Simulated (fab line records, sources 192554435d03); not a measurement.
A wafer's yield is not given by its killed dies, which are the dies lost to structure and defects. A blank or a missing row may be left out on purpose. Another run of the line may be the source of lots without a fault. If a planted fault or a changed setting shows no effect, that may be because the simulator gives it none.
Chamber matching + flow n5 finfet + rie diel-03 running N5_MOL_CONTACT_COAG_ETCH_105: 4 sister chambers
The step etches SiARC in CF4, target depth 15.6 nm, time 26 s. 8 wafers are shown with their chamber, then 9 later ones without.

WAFERS, EACH WITH ITS CHAMBER
| wafer  | chamber | showerhead plenum p Torr (Torr) | etch rf on time s (s) |
|--------|---------|---------------------------------|-----------------------|
| L086.1 | 3       | 2.26                            | 25.5                  |
| L085.4 | 3       | 2.26                            | 25.9                  |
| L088.2 | 1       | 2.19                            | 26.5                  |
| L088.3 | 0       | 2.22                            | 25.6                  |
| L088.6 | 2       | 2.22                            | 26.4                  |
| L090.1 | 2       | 2.21                            | 26.7                  |
| L090.3 | 1       | 2.19                            | 26.9                  |
| L090.4 | 0       | 2.22                            | 25.7                  |

WAFERS MISSING THEIR CHAMBER
| wafer  | showerhead plenum p Torr (Torr) | etch rf on time s (s) |
|--------|---------------------------------|-----------------------|
| L092.2 | 2.21                            | 26.4                  |
| L092.5 | 2.19                            | 26.7                  |
| L092.6 | 2.25                            | 25.7                  |
| L094.2 | 2.22                            | 25.2                  |
| L094.4 | 2.25                            | 25.6                  |
| L094.6 | 2.25                            | 25.6                  |
| L096.1 | 2.19                            | 26.6                  |
| L096.2 | 2.21                            | 26.5                  |
| L096.6 | 2.22                            | 25.4                  |

WHICH CHAMBER EACH ONE RAN IN
| wafer  | from the rows above | in truth |
|--------|---------------------|----------|
| L092.2 | 2                   | 2        |
| L092.5 | 1                   | 1        |
| L092.6 | 3                   | 3        |
| L094.2 | 0                   | 0        |
| L094.4 | 3                   | 3        |
| L094.6 | 3                   | 3        |
| L096.1 | 1                   | 1        |
| L096.2 | 2                   | 2        |
| L096.6 | 0                   | 0        |
Correctly placed: 9 of 9. Left unplaced by these rows: 0. Placed wrongly: 0.
How it was worked out, from the rows above alone: a wafer's distance from a chamber is the root of the sum, over the readings, of the square of ((its reading less the chamber's mean) divided by the reading's scatter). If the next closest chamber is less than 2 further off than the closest, the wafer can't be placed; otherwise it belongs to the closest. Each chamber's mean is taken over the wafers shown for it. The scatter: take each reading less its chamber's mean, square it, sum over the shown wafers, divide by the number of wafers less the number of chambers, and take the root.
